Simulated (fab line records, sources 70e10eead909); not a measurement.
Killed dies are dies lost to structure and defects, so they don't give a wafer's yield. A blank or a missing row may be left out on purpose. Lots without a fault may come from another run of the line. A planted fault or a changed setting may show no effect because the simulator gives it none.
Chamber matching | flow nand_harc | NHARC_A_BONDPAD_DESCUM_11 on rie_diel-11: 4 sister chambers
The step chemistry O2, time 3 s. 30 wafers are shown with their chamber, then 12 later ones without.

WAFERS WITH THEIR CHAMBER
wafer  | chamber | drypump_motor_current_A (A) | oes_product_au (a.u.) | rf_vpp_V (V)
L890.2 | 0       | 6.0                         | 0.974                 | 56.5
L890.3 | 3       | 5.6                         | 0.981                 | 58.3
L890.6 | 1       | 6.2                         | 1.013                 | 57.9
L891.2 | 3       | 5.6                         | 0.990                 | 57.5
L891.5 | 0       | 5.9                         | 0.986                 | 56.8
L891.6 | 1       | 6.2                         | 1.017                 | 57.1
L894.2 | 2       | 6.5                         | 0.993                 | 58.5
L894.3 | 3       | 5.6                         | 0.985                 | 58.2
L894.6 | 0       | 5.9                         | 0.993                 | 55.8
L893.1 | 1       | 6.2                         | 1.008                 | 56.7
L893.3 | 3       | 5.6                         | 0.990                 | 57.8
L893.4 | 0       | 6.0                         | 0.998                 | 58.5
L892.1 | 2       | 6.5                         | 0.993                 | 58.3
L892.3 | 3       | 5.6                         | 0.990                 | 58.6
L892.4 | 1       | 6.2                         | 1.013                 | 57.5
L895.2 | 2       | 6.5                         | 1.003                 | 57.3
L895.3 | 0       | 5.9                         | 0.989                 | 58.3
L895.6 | 0       | 5.9                         | 0.995                 | 57.4
L897.1 | 0       | 5.9                         | 0.982                 | 56.7
L897.2 | 1       | 6.2                         | 1.001                 | 57.1
L897.6 | 3       | 5.7                         | 0.989                 | 57.2
L900.1 | 1       | 6.2                         | 1.020                 | 55.9
L900.2 | 2       | 6.5                         | 0.995                 | 58.1
L900.6 | 3       | 5.6                         | 0.994                 | 57.5
L899.1 | 2       | 6.5                         | 0.996                 | 58.4
L899.4 | 1       | 6.3                         | 1.021                 | 57.0
L899.6 | 1       | 6.2                         | 1.020                 | 58.1
L901.1 | 1       | 6.2                         | 1.029                 | 58.0
L901.2 | 0       | 5.9                         | 0.967                 | 57.6
L901.6 | 3       | 5.7                         | 0.998                 | 58.7

SIGNATURES (means of the wafers above)
reading                 | chamber 0 | chamber 1 | chamber 2 | chamber 3 | scatter within a chamber
drypump_motor_current_A | 5.925     | 6.211     | 6.500     | 5.625     | 0.0387
oes_product_au          | 0.98550   | 1.01578   | 0.99600   | 0.98962   | 0.00782
rf_vpp_V                | 57.200    | 57.256    | 58.120    | 57.975    | 0.708
Rule: a wafer's distance from a chamber is the root of the sum, over the readings, of the square of ((its reading less the chamber's mean) divided by the reading's scatter). The wafer belongs to the nearest chamber; if the next one is less than 2 further off, it can't be placed. The scatter: the root of (the sum of the squares of (reading less its chamber's mean) over the shown wafers, divided by (wafers less chambers)).

WAFERS WITHOUT THEIR CHAMBER
wafer  | drypump_motor_current_A (A) | oes_product_au (a.u.) | rf_vpp_V (V)
L902.2 | 5.9                         | 0.971                 | 57.1
L902.3 | 5.6                         | 1.011                 | 58.7
L902.5 | 6.2                         | 1.024                 | 57.0
L907.1 | 5.6                         | 1.013                 | 59.2
L907.4 | 5.9                         | 0.999                 | 58.4
L907.5 | 6.5                         | 1.000                 | 56.5
L911.2 | 5.7                         | 0.998                 | 57.6
L911.3 | 6.2                         | 1.003                 | 58.1
L911.4 | 5.9                         | 0.989                 | 59.3
L909.2 | 5.9                         | 0.988                 | 56.6
L909.4 | 5.6                         | 1.000                 | 57.9
L909.5 | 5.9                         | 0.994                 | 56.4

WHICH CHAMBER EACH WENT THROUGH
wafer  | from the rows above | in truth
L902.2 | 0                   | 0
L902.3 | 3                   | 3
L902.5 | 1                   | 1
L907.1 | 3                   | 3
L907.4 | 0                   | 0
L907.5 | 2                   | 2
L911.2 | 3                   | 3
L911.3 | 1                   | 1
L911.4 | 0                   | 0
L909.2 | 0                   | 0
L909.4 | 3                   | 3
L909.5 | 0                   | 0
Placed correctly: 12 of 12. Can't be placed from these rows: 0. Placed wrongly: 0.
